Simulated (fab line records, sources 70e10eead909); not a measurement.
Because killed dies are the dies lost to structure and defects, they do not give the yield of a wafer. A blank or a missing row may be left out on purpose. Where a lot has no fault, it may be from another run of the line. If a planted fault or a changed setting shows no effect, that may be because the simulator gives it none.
fab line records	flow nandHarc
record: lots: 6	wafers: 18	lastDay: 25
route steps=1159 shown P_STI@76 END@1159
lots that met no fault: from a run of the same line without faults
startH: hours from the record's opening day to when the first of the lot's shown wafers began	waitH: hours since the lot's step before	" identical to the entry in the row above	L1.1+2: a row that stands for several wafers	- no value, or no start was given	* or withheld: withheld	< > ~ a bound
route shown NAME@n: names a module that has steps shown in the file, with the first one's number in the route	usual: average and standard deviation across the fault-free wafers	same: alike in all rows	chamber/n: place in a boat	sites: each site's reading	_std_site: how widely they spread, as a standard deviation	_edge_site: inner sites' mean taken away from outer sites' mean	radiusMm: for every site, how far away it sits from the centre of the wafer	mask NAME#n: copy n	behind: tool/chamber where the wafer was last shaped	hold: the reason the lot was held/the length of the hold in hours/how it ended	device: the transistor (n, p or np) that didn't switch	end of line: at the end of the route, the tests of the same wafers	a step with no rows: only its recipe	killed: count of dies lost to structure and defects at first sort (not the wafer's yield)	map: the dies of a wafer, with x for killed, . for not killed, _ for no die there
set.NAME: the setting as run; set.NAME@STEP: as run at that earlier step	model.NAME: the simulator's own value behind a step, which no gauge read
lots at some steps of the route; a table a step, a row a wafer
services: a tool's chamber out of use, with start hour (startH, from the record's first day; less than 0 if before it), hours out, and reason
== steps ==
step: NHARC_P_STI_COAT_41
recipe: tempC: 200	timeS: 65
step: NHARC_P_STI_COAT_03
recipe: spinRpm: 2000	resistThkNm: 600
step: NHARC_P_STI_SOFTBAKE_04
recipe: tempC: 125	timeS: 70
step: NHARC_P_STI_EBR_05
step: NHARC_P_STI_EXPOSE_06
recipe: na: 0.55	targetCdNm: 200	doseMj: 37.69	maskId: P_STI
step: NHARC_P_STI_PEB_07
recipe: pebTempC: 128	pebTimeS: 80
step: NHARC_P_STI_DEVELOP_08
recipe: timeS: 50	devTempC: 22
step: NHARC_P_STI_CD_MEAS_09
recipe: targetCdNm: 200	landingEnergyEv: 500
usual: cdNm: 199.9/1.8
same: landingEnergyEv: 500
lot.wafer	tool	chamber	startH	waitH	cdNm
L381.3	cdSem-03	0	49.58	-	197.2
L381.4	"	0	"	"	198.2
L381.5	"	0	"	"	197.6
L390.2	cdSem-01	0	101.43	-	202.1
L390.4	"	0	"	"	200.3
L390.5	"	0	"	"	202.7
L391.3	cdSem-02	0	107.00	-	202.5
L391.5	"	0	"	"	201.9
L391.6	"	0	"	"	200.6
L392.2	cdSem-02	0	112.95	-	201.1
L392.3	"	0	"	"	199.9
L392.6	"	0	"	"	203.8
L400.1	cdSem-02	0	161.51	-	199.9
L400.3	"	0	"	"	203.1
L400.4	"	0	"	"	201.5
L401.1	cdSem-03	0	169.35	-	197.9
L401.2	"	0	"	"	199.6
L401.6	"	0	"	"	196.6
step: NHARC_P_STI_OVL_MEAS_10
usual: overlayXNm: 0/6	overlayYNm: 1/5.8
lot.wafer	tool	chamber	startH	waitH	overlayXNm	overlayYNm
L381.3	overlay-01	-	49.66	-	3	14
L381.4	"	-	"	"	2	13
L381.5	"	-	"	"	2	14
L390.2	overlay-02	-	101.52	-	6	-1
L390.4	"	-	"	"	5	0
L390.5	"	-	"	"	6	0
L391.3	overlay-01	-	107.10	-	-1	6
L391.5	"	-	"	"	-1	5
L391.6	"	-	"	"	-2	5
L392.2	overlay-02	-	113.04	-	-7	-1
L392.3	"	-	"	"	-8	-2
L392.6	"	-	"	"	-8	-2
L400.1	overlay-01	-	161.59	-	-8	0
L400.3	"	-	"	"	-8	0
L400.4	"	-	"	"	-8	0
L401.1	overlay-01	-	169.43	-	0	-7
L401.2	"	-	"	"	0	-6
L401.6	"	-	"	"	0	-7
step: NHARC_P_STI_INSPECT_11
usual: rawDefectCount: 4.8/2.3
lot.wafer	tool	chamber	startH	waitH	rawDefectCount
L381.3	defectInspect-01	-	49.70	0.0	8
L381.4	"	-	"	"	2
L381.5	"	-	"	"	3
L390.2	defectInspect-01	-	101.55	0.0	6
L390.4	"	-	"	"	2
L390.5	"	-	"	"	4
L391.3	defectInspect-02	-	107.14	0.0	2
L391.5	"	-	"	"	7
L391.6	"	-	"	"	3
L392.2	defectInspect-01	-	113.08	0.0	4
L392.3	"	-	"	"	4
L392.6	"	-	"	"	4
L400.1	defectInspect-02	-	161.63	0.0	5
L400.3	"	-	"	"	4
L400.4	"	-	"	"	2
L401.1	defectInspect-02	-	169.47	0.0	4
L401.2	"	-	"	"	7
L401.6	"	-	"	"	5
step: NHARC_P_STI_HARDBAKE_13
recipe: tempC: 118	timeS: 65
step: NHARC_P_STI_DESCUM_14
recipe: timeS: 3	o2FlowSccm: 200	arFlowSccm: 0	biasPowerW: 0	chemistry: O2
usual: drypumpMotorCurrentA: 6.0/0.34	oesProductAu: 1.000/0.0076	rfVppV: 58.0/0.91	showerheadPlenumPTorr: 1.96/0.067	throttleValvePct: 11.311/0.0097
lot.wafer	tool	chamber	startH	waitH	drypumpMotorCurrentA	oesProductAu	rfHoursCounterH	rfVppV	showerheadPlenumPTorr	throttleValvePct
L381.4	rieDiel-13	1	49.83	-	5.9	1.006	4.2	58.8	1.88	11.309
L381.3	"	3	"	"	6.0	1.007	4.2	60.0	2.06	11.300
L381.5	"	1	"	"	5.9	0.999	-	59.5	1.88	11.306
L390.2	rieDiel-02	0	101.70	-	5.8	0.992	3.3	59.0	1.90	11.306
L390.4	"	1	"	"	6.1	0.993	3.5	58.0	1.98	11.310
L390.5	"	3	"	"	6.6	0.999	-	56.3	1.84	11.306
L391.3	rieDiel-02	2	107.29	-	5.5	1.003	3.5	58.1	1.98	11.303
L391.6	"	0	"	"	5.7	0.989	-	57.5	1.90	11.322
L391.5	"	1	"	"	6.1	0.996	-	57.8	1.98	11.318
L392.3	rieDiel-02	0	113.23	-	5.8	0.994	3.5	58.7	1.90	11.326
L392.2	"	1	"	"	6.1	0.995	3.8	58.8	1.98	11.321
L392.6	"	2	"	"	5.5	1.005	-	60.0	1.98	11.314
L400.3	rieDiel-02	0	161.77	-	5.7	0.990	0.0	57.1	1.90	11.305
L400.4	"	1	"	"	6.1	1.003	0.1	59.3	1.98	11.321
L400.1	"	3	"	"	6.7	0.994	0.0	57.2	1.84	11.280
L401.1	rieDiel-13	3	169.61	-	6.1	0.990	2.7	60.8	2.06	11.321
L401.2	"	1	"	"	5.9	1.002	2.7	56.9	1.88	11.309
L401.6	"	2	"	"	6.1	1.002	-	57.6	2.02	11.321
step: NHARC_P_STI_ETCH_42
recipe: targetDepthA: 800	overetchA: 240	timeS: 61	ionEnergyEv: 200	n2FlowSccm: 150	h2FlowSccm: 150	arFlowSccm: 0	rfW: 400	biasW: 150	chemistry: N2/H2
usual: biasW: 150.0/0.46	chamberPressureMTorr: 30.001/0.025	drypumpMotorCurrentA: 6.0/0.35	h2FlowSccm: 150.0/0.46	oesProductAu: 0.998/0.0087	rfFwdPowerW: 396.1/1.2	rfVppV: 431.8/2.3	showerheadPlenumPTorr: 2.09/0.076	throttleValvePct: 14.171/0.0088
lot.wafer	tool	chamber	startH	waitH	biasW	chamberPressureMTorr	drypumpMotorCurrentA	h2FlowSccm	oesProductAu	rfFwdPowerW	rfHoursCounterH	rfVppV	showerheadPlenumPTorr	throttleValvePct
L381.3	rieDiel-13	3	49.92	0.1	150.3	30.005	6.0	150.3	1.001	394.9	4.2	434.7	2.20	14.173
L381.4	"	2	"	"	150.6	29.988	6.1	149.8	0.995	396.9	4.1	432.8	2.16	14.173
L381.5	"	0	"	"	150.2	30.013	6.7	149.2	1.001	395.2	-	434.7	2.18	14.177
L390.2	rieDiel-02	0	101.77	0.1	-	-	-	-	-	-	-	-	-	-
L390.4	"	3	"	"	-	-	-	-	-	-	-	-	-	-
L390.5	"	0	"	"	-	-	-	-	-	-	-	-	-	-
L391.3	rieDiel-02	3	107.35	0.1	-	-	-	-	-	-	-	-	-	-
L391.6	"	3	"	"	-	-	-	-	-	-	-	-	-	-
L391.5	"	0	"	"	-	-	-	-	-	-	-	-	-	-
L392.2	rieDiel-02	1	113.30	0.1	149.0	29.971	6.2	149.4	1.000	393.1	3.8	433.3	2.11	14.179
L392.3	"	3	"	"	150.1	29.994	6.7	150.0	0.996	395.4	3.9	430.6	1.96	14.163
L392.6	"	2	"	"	150.5	29.971	5.5	150.8	0.997	395.4	-	432.0	2.12	14.164
L400.3	rieDiel-02	3	161.85	0.1	150.4	30.027	6.6	150.5	0.996	397.0	0.0	427.9	1.96	14.167
L400.1	"	1	"	"	149.7	30.010	6.1	150.9	0.991	397.0	0.1	432.0	2.11	14.165
L400.4	"	2	"	"	150.5	30.016	5.5	150.4	0.999	397.2	0.1	433.6	2.12	14.167
L401.2	rieDiel-13	3	169.70	0.1	150.0	30.011	6.0	150.1	0.996	395.6	2.7	432.4	2.20	14.177
L401.1	"	0	"	"	150.3	30.023	6.8	149.7	0.997	395.7	2.7	435.6	2.18	14.155
L401.6	"	2	"	"	150.6	30.045	6.0	149.7	1.008	394.9	-	433.4	2.15	14.182
step: NHARC_P_STI_ETCH_31
recipe: targetDepthA: 1089	timeS: 54.5	cf4FlowSccm: 100	chf3FlowSccm: 30	arFlowSccm: 0	rfW: 500	biasW: 200	chemistry: CF4/CHF3
usual: biasW: 200.1/0.57	cf4FlowSccm: 100.0/0.33	drypumpMotorCurrentA: 6.0/0.36	oesProductAu: 0.961/0.017	rfFwdPowerW: 495.1/1.8	rfVppV: 371.7/1.9	showerheadPlenumPTorr: 1.61/0.052	throttleValvePct: 16.802/0.0097
lot.wafer	tool	chamber	startH	waitH	biasW	cf4FlowSccm	drypumpMotorCurrentA	oesProductAu	rfFwdPowerW	rfHoursCounterH	rfVppV	showerheadPlenumPTorr	throttleValvePct
L381.4	rieDiel-13	0	-	-	200.6	99.9	6.8	0.967	497.7	4.4	373.6	1.67	16.814
L381.3	"	1	"	"	199.2	99.7	5.9	0.964	501.3	4.3	371.6	1.55	16.811
L381.5	"	0	"	"	200.1	99.3	6.7	0.978	496.9	-	373.7	1.68	16.794
L390.4	rieDiel-02	2	101.86	0.1	200.5	99.5	5.5	0.974	493.3	3.4	373.1	1.63	16.793
L390.2	"	0	"	"	200.7	100.1	5.7	0.948	493.9	3.3	369.6	1.56	16.809
L390.5	"	3	"	"	199.3	99.9	6.6	0.963	496.1	-	367.5	1.52	16.806
L391.3	rieDiel-02	3	107.45	0.1	200.9	99.7	6.6	0.933	494.5	3.7	368.3	1.52	16.796
L391.6	"	1	"	"	199.1	99.9	6.1	0.945	493.4	-	372.4	1.63	16.789
L391.5	"	2	"	"	199.5	99.7	5.5	0.950	491.8	-	372.9	1.63	16.803
L392.3	rieDiel-02	0	-	-	200.4	100.6	5.7	0.963	494.8	3.6	370.7	1.56	16.791
L392.2	"	2	"	"	199.3	100.2	5.5	0.966	492.6	3.8	372.9	1.63	16.813
L392.6	"	3	"	"	200.2	99.5	6.6	0.964	494.4	-	369.2	1.52	16.812
L400.3	rieDiel-02	2	-	-	199.7	100.2	5.5	0.972	495.7	0.1	371.1	1.63	16.793
L400.4	"	3	"	"	199.6	100.4	6.6	0.969	493.8	0.1	370.1	1.52	16.807
L400.1	"	1	"	"	200.5	99.8	6.1	0.951	490.8	0.1	372.2	1.62	16.801
L401.2	rieDiel-13	1	-	-	199.6	100.2	5.9	0.983	497.9	2.7	368.9	1.55	16.797
L401.1	"	3	"	"	200.1	99.9	6.0	0.955	496.3	2.7	374.9	1.69	16.813
L401.6	"	1	"	"	199.0	99.9	5.9	0.976	497.1	-	369.9	1.55	16.776
step: NHARC_END_SORT_01
recipe: tempC: 25
usual: killedAtArray: 27/11	killedAtOther: 0.7/0.93	killedAtPeriphery: 2.9/1.9	killedDies: 30/11	killedOpen: 3.1/1.7	killedShort: 1.9/1.3
same: grossDies: 677
lot.wafer	tool	chamber	startH	waitH	hold	killedAtArray	killedAtOther	killedAtPeriphery	killedDies	killedOpen	killedShort
L381.3	prober-02	0	446.47	3.1	-	19	3	0	22	0	2
L381.4	prober-02	0	447.26	3.4	-	14	2	2	18	3	3
L381.5	prober-02	0	448.04	3.7	-	20	1	2	23	2	0
L392.2	prober-01	0	507.29	2.8	-	34	1	4	39	2	1
L392.3	prober-01	0	508.08	3.1	-	27	0	8	35	2	0
L392.6	prober-01	0	510.44	3.9	-	34	1	3	38	5	1
L391.3	prober-02	0	508.08	3.1	awaitDispo/2.4h/scrap	33	0	644	677	2	0
L391.5	prober-02	0	509.66	3.7	awaitDispo/2.4h/scrap	25	1	651	677	1	2
L391.6	prober-02	0	510.44	3.9	awaitDispo/2.4h/scrap	35	0	642	677	4	3
L390.2	prober-01	0	523.82	2.8	awaitDispo/5.3h/scrap	20	0	657	677	4	2
L390.4	prober-01	0	525.44	3.4	awaitDispo/5.3h/scrap	22	0	655	677	5	3
L390.5	prober-01	0	526.25	3.7	awaitDispo/5.3h/scrap	23	0	654	677	3	2
L400.1	prober-01	0	567.56	2.5	-	31	3	3	37	5	1
L400.3	prober-01	0	569.17	3.1	-	26	0	4	30	3	1
L400.4	prober-01	0	569.97	3.4	-	29	1	5	35	3	1
killed by level:class
L381.3 A_SLIT:chamberFilmFlake=5 A_CONTACT:chamberFilmFlake=4 A_CHANNEL_HOLE_D1:chamberFilmFlake=3 A_STAIRCASE:chamberFilmFlake=3 THIN_TSV:chamberFilmFlake=3 A_SGD_CUT:geometricParticle:short=1 A_M1:geometricParticle:short=1 A_CHANNEL_FILL_D1:chamberFilmFlake=1
L381.4 A_SLIT:chamberFilmFlake=7 A_STAIRCASE:chamberFilmFlake=2 P_STI:geometricParticle:short=1 P_GATE:geometricParticle:open=1 A_CHANNEL_FILL_D1:geometricParticle:open=1 A_BLC:geometricParticle:short=1 A_M1:geometricParticle:open=1 STARTING-WAFER:geometricParticle:short=1
L381.5 A_SLIT:chamberFilmFlake=6 A_CHANNEL_HOLE_D1:chamberFilmFlake=5 A_STAIRCASE:chamberFilmFlake=5 P_M0:geometricParticle:open=1 A_BLC:geometricParticle:open=1 A_CHANNEL_FILL_D1:chamberFilmFlake=1 P_ZERO_WELL:chamberFilmFlake=1 A_M0:chamberFilmFlake=1
L392.2 A_SLIT:chamberFilmFlake=16 A_CONTACT:chamberFilmFlake=7 A_STAIRCASE:chamberFilmFlake=4 P_M1:chamberFilmFlake=3 A_ZERO_WELL:chamberFilmFlake=2 A_CHANNEL_HOLE_D1:chamberFilmFlake=2 A_CHANNEL_FILL_D1:geometricParticle:open=1 A_WL_FILL:geometricParticle:open=1
L392.3 A_SLIT:chamberFilmFlake=11 A_CHANNEL_HOLE_D1:chamberFilmFlake=7 P_M1:chamberFilmFlake=5 A_STAIRCASE:chamberFilmFlake=4 A_CONTACT:chamberFilmFlake=2 P_CONTACT:geometricParticle:open=1 P_GATE:chamberFilmFlake=1 A_BLC:geometricParticle:open=1
L391.3 P_STI:areaEtch=643 A_CHANNEL_HOLE_D1:chamberFilmFlake=19 A_SGD_CUT:chamberFilmFlake=8 A_CONTACT:chamberFilmFlake=2 P_M0:geometricParticle:open=1 A_M0:geometricParticle:open=1 A_ZERO_WELL:chamberFilmFlake=1 A_STAIRCASE:chamberFilmFlake=1
L391.5 P_STI:areaEtch=647 A_CHANNEL_HOLE_D1:chamberFilmFlake=15 P_GATE:chamberFilmFlake=3 A_CONTACT:chamberFilmFlake=3 A_SGD_CUT:chamberFilmFlake=2 A_ONON_D1:geometricParticle:open=1 A_ONON_D1:geometricParticle:short=1 A_WL_FILL:geometricParticle:short=1
L392.6 A_SLIT:chamberFilmFlake=16 A_CONTACT:chamberFilmFlake=5 A_STAIRCASE:chamberFilmFlake=4 A_BLC:geometricParticle:open=3 P_M1:chamberFilmFlake=2 A_CHANNEL_HOLE_D1:chamberFilmFlake=2 P_M0:geometricParticle:open=1 A_SLIT:geometricParticle:short=1
L391.6 P_STI:areaEtch=640 A_CHANNEL_HOLE_D1:chamberFilmFlake=21 A_SGD_CUT:chamberFilmFlake=4 A_CHANNEL_FILL_D1:geometricParticle:short=2 A_CONTACT:geometricParticle:open=2 A_ZERO_WELL:chamberFilmFlake=2 A_CONTACT:chamberFilmFlake=2 P_M0:geometricParticle:open=1
L390.2 P_STI:areaEtch=657 A_CHANNEL_HOLE_D1:chamberFilmFlake=5 A_STAIRCASE:chamberFilmFlake=4 A_ZERO_WELL:chamberFilmFlake=3 A_CONTACT:geometricParticle:open=2 A_CHANNEL_FILL_D1:geometricParticle:short=1 A_WL_FILL:geometricParticle:open=1 A_CONTACT:geometricParticle:short=1
L390.4 P_STI:areaEtch=653 A_CHANNEL_HOLE_D1:chamberFilmFlake=6 A_ZERO_WELL:chamberFilmFlake=3 A_STAIRCASE:chamberFilmFlake=3 A_CONTACT:chamberFilmFlake=3 P_M0:geometricParticle:open=1 A_ONON_D1:geometricParticle:short=1 A_CHANNEL_HOLE_D1:geometricParticle:short=1
L390.5 P_STI:areaEtch=652 A_STAIRCASE:chamberFilmFlake=9 A_CHANNEL_HOLE_D1:chamberFilmFlake=5 A_CHANNEL_FILL_D1:geometricParticle:short=2 P_M1:chamberFilmFlake=2 A_ZERO_WELL:chamberFilmFlake=2 A_ONON_D1:geometricParticle:open=1 A_CONTACT:geometricParticle:open=1
L400.1 A_CHANNEL_HOLE_D1:chamberFilmFlake=25 P_M0:geometricParticle:open=2 A_CHANNEL_FILL_D1:chamberFilmFlake=2 THIN_TSV:chamberFilmFlake=2 A_ONON_D1:geometricParticle:open=1 A_CHANNEL_FILL_D1:geometricParticle:open=1 A_SGD_CUT:geometricParticle:short=1 STARTING-WAFER:geometricParticle:open=1
L400.3 A_CHANNEL_HOLE_D1:chamberFilmFlake=21 P_M0:geometricParticle:short=1 P_M0:geometricParticle:open=1 A_ONON_D1:geometricParticle:open=1 A_CHANNEL_FILL_D1:geometricParticle:open=1 P_STI:chamberFilmFlake=1 P_BONDPAD:chamberFilmFlake=1 A_CHANNEL_FILL_D1:chamberFilmFlake=1
L400.4 A_CHANNEL_HOLE_D1:chamberFilmFlake=20 P_STI:chamberFilmFlake=4 A_CHANNEL_FILL_D1:chamberFilmFlake=3 A_CHANNEL_FILL_D1:geometricParticle:open=2 A_WL_FILL:chamberFilmFlake=2 A_CONTACT:chamberFilmFlake=2 P_CONTACT:geometricParticle:short=1 STARTING-WAFER:geometricParticle:open=1
map L390.2 (x killed, . not)
____________x____________
_________xxxxxxx_________
_______xxxxxxxxxxx_______
______xxxxxxxxxxxxx______
_____xxxxxxxxxxxxxxx_____
____xxxxxxxxxxxxxxxxx____
____xxxxxxxxxxxxxxxxx____
___xxxxxxxxxxxxxxxxxxx___
___xxxxxxxxxxxxxxxxxxx___
__xxxxxxxxxxxxxxxxxxxxx__
__xxxxxxxxxxxxxxxxxxxxx__
_xxxxxxxxxxxxxxxxxxxxxxx_
_xxxxxxxxxxxxxxxxxxxxxxx_
_xxxxxxxxxxxxxxxxxxxxxxx_
_xxxxxxxxxxxxxxxxxxxxxxx_
_xxxxxxxxxxxxxxxxxxxxxxx_
xxxxxxxxxxxxxxxxxxxxxxxxx
xxxxxxxxxxxxxxxxxxxxxxxxx
xxxxxxxxxxxxxxxxxxxxxxxxx
xxxxxxxxxxxxxxxxxxxxxxxxx
xxxxxxxxxxxxxxxxxxxxxxxxx
_xxxxxxxxxxxxxxxxxxxxxxx_
_xxxxxxxxxxxxxxxxxxxxxxx_
_xxxxxxxxxxxxxxxxxxxxxxx_
_xxxxxxxxxxxxxxxxxxxxxxx_
_xxxxxxxxxxxxxxxxxxxxxxx_
__xxxxxxxxxxxxxxxxxxxxx__
__xxxxxxxxxxxxxxxxxxxxx__
___xxxxxxxxxxxxxxxxxxx___
___xxxxxxxxxxxxxxxxxxx___
____xxxxxxxxxxxxxxxxx____
____xxxxxxxxxxxxxxxxx____
_____xxxxxxxxxxxxxxx_____
______xxxxxxxxxxxxx______
_______xxxxxxxxxxx_______
_________xxxxxxx_________
____________x____________
map L391.3 (x killed, . not)
____________x____________
_________xxxxxxx_________
_______xxxxxxxxxxx_______
______xxxxxxxxxxxxx______
_____xxxxxxxxxxxxxxx_____
____xxxxxxxxxxxxxxxxx____
____xxxxxxxxxxxxxxxxx____
___xxxxxxxxxxxxxxxxxxx___
___xxxxxxxxxxxxxxxxxxx___
__xxxxxxxxxxxxxxxxxxxxx__
__xxxxxxxxxxxxxxxxxxxxx__
_xxxxxxxxxxxxxxxxxxxxxxx_
_xxxxxxxxxxxxxxxxxxxxxxx_
_xxxxxxxxxxxxxxxxxxxxxxx_
_xxxxxxxxxxxxxxxxxxxxxxx_
_xxxxxxxxxxxxxxxxxxxxxxx_
xxxxxxxxxxxxxxxxxxxxxxxxx
xxxxxxxxxxxxxxxxxxxxxxxxx
xxxxxxxxxxxxxxxxxxxxxxxxx
xxxxxxxxxxxxxxxxxxxxxxxxx
xxxxxxxxxxxxxxxxxxxxxxxxx
_xxxxxxxxxxxxxxxxxxxxxxx_
_xxxxxxxxxxxxxxxxxxxxxxx_
_xxxxxxxxxxxxxxxxxxxxxxx_
_xxxxxxxxxxxxxxxxxxxxxxx_
_xxxxxxxxxxxxxxxxxxxxxxx_
__xxxxxxxxxxxxxxxxxxxxx__
__xxxxxxxxxxxxxxxxxxxxx__
___xxxxxxxxxxxxxxxxxxx___
___xxxxxxxxxxxxxxxxxxx___
____xxxxxxxxxxxxxxxxx____
____xxxxxxxxxxxxxxxxx____
_____xxxxxxxxxxxxxxx_____
______xxxxxxxxxxxxx______
_______xxxxxxxxxxx_______
_________xxxxxxx_________
____________x____________
== services ==
tool	chamber	startH	hours	kind
rieDiel-02	0	31.70	-	clean
rieDiel-02	1	31.70	-	clean
rieDiel-02	2	31.70	-	clean
rieDiel-02	3	31.70	-	clean
rieDiel-02	0	56.20	-	clean
rieDiel-02	1	56.20	-	clean
rieDiel-02	2	56.20	-	clean
rieDiel-02	3	56.20	-	clean
rieDiel-02	0	80.70	-	clean
rieDiel-02	1	80.70	-	clean
rieDiel-02	2	80.70	-	clean
rieDiel-02	3	80.70	-	clean
rieDiel-13	0	83.20	6.7	repair
rieDiel-02	0	87.33	5.7	repair
rieDiel-13	-	99.00	9.0	pm
rieDiel-02	-	103.96	0.4	repair
rieDiel-02	0	105.20	-	clean
rieDiel-02	1	105.20	-	clean
rieDiel-02	2	105.20	-	clean
rieDiel-02	3	105.20	-	clean
rieDiel-02	0	129.70	-	clean
rieDiel-02	1	129.70	-	clean
rieDiel-02	2	145.43	5.1	repair
rieDiel-02	-	150.70	9.0	pm
== key ==
firstSign: step: NHARC_P_STI_ETCH_42	reading: toolRecord	direction: missing
effect: step: NHARC_END_SORT_01	reading: killedAtPeriphery	direction: up	sigmas: 99+	usual: 2.9	struck: 650.5
moreKillsBornAt: NHARC_P_STI_ETCH_42@rieDiel-02: 3892
metAt NHARC_P_STI_ETCH_42
struckWafers L390.2,L390.4,L390.5,L391.3,L391.5,L391.6
laterRowsLeftOut L390.2,L390.4,L390.5,L391.3,L391.5,L391.6
testerLeftOut L390,L391
fault: kind: skippedStepWhole	tool: rieDiel-02	chamber: -	onsetH: 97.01	steps: NHARC_P_STI_ETCH_42	scope: struckLotsOnly
testerLeftOut: of these lots the tester's yield and bins aren't shown, on N5 and GAA mostly nor the transistor test; their killed dies are dies lost to structure and defects alone, not to doping, threshold or leakage, so they don't give the yield
laterRowsLeftOut: the simulator's readings of these wafers behind a module that went badly wrong aren't trusted and aren't shown, but for the sort
